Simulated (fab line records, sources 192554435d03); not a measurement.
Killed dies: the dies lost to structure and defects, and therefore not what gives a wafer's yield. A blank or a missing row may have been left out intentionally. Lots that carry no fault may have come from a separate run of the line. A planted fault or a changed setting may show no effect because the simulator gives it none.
Matching of chambers	flow n5 finfet	rie diel-04 running N5_MOL_CONTACT_COAG_ETCH_106: 4 sister chambers
The step etches SOC in N2/H2, target depth 80 nm, overetch 16 nm, time 120 s. 20 wafers are shown with their chamber, then 10 later ones without.

WAFERS PAIRED WITH THEIR CHAMBERS
wafer	chamber	drypump motor current A (A)	showerhead plenum p Torr (Torr)	throttle valve pct (%)
L074.2	3	6.2	2.46	18.11
L074.3	1	5.9	2.62	18.32
L074.5	2	5.6	2.50	17.99
L077.1	3	6.2	2.46	18.12
L077.3	2	5.7	2.50	17.99
L077.6	1	5.9	2.61	18.32
L080.1	1	5.9	2.61	18.33
L080.3	0	6.7	2.65	17.84
L080.5	1	5.9	2.61	18.34
L083.2	3	6.2	2.45	18.15
L083.4	2	5.7	2.49	18.02
L083.5	3	6.2	2.45	18.14
L086.1	1	5.9	2.61	18.37
L086.3	0	6.7	2.64	17.86
L086.4	3	6.2	2.45	18.16
L088.1	3	6.2	2.45	18.17
L088.3	1	5.9	2.60	18.37
L088.5	0	6.7	2.64	17.86
L089.4	1	5.9	2.60	18.38
L089.5	3	6.3	2.44	18.15

SIGNATURES, as means of the wafers listed above
reading	chamber 0	chamber 1	chamber 2	chamber 3	scatter within a chamber
drypump motor current A	6.700	5.900	5.667	6.214	0.0309
showerhead plenum p Torr	2.6433	2.6086	2.4967	2.4514	0.00664
throttle valve pct	17.8533	18.3471	18.0000	18.1429	0.0217
Rule: a wafer's distance from a chamber is the root of the sum, over the readings, of the square of ((its reading less the chamber's mean) divided by the reading's scatter). If the next closest chamber is less than 2 further off than the closest, the wafer can't be placed; otherwise it belongs to the closest. The scatter: take each reading less its chamber's mean, square it, sum over the shown wafers, divide by the number of wafers less the number of chambers, and take the root.

WAFERS MISSING THEIR CHAMBER
wafer	drypump motor current A (A)	showerhead plenum p Torr (Torr)	throttle valve pct (%)
L089.6	6.7	2.64	17.86
L093.2	5.7	2.49	17.63
L093.4	6.2	2.44	18.18
L093.5	5.7	2.49	17.63
L096.1	5.7	2.48	17.65
L096.3	6.7	2.63	17.91
L096.4	6.7	2.63	17.91
L097.2	6.7	2.63	17.90
L097.5	6.2	2.44	18.20
L097.6	5.6	2.48	17.67

CHAMBER TAKEN BY EACH
wafer	from the rows above	in truth
L089.6	0	0
L093.2	2	2
L093.4	3	3
L093.5	2	2
L096.1	2	2
L096.3	0	0
L096.4	0	0
L097.2	0	0
L097.5	3	3
L097.6	2	2
Correct placement for 10 of the 10. Number that these rows cannot place: 0. Number placed wrongly: 0.
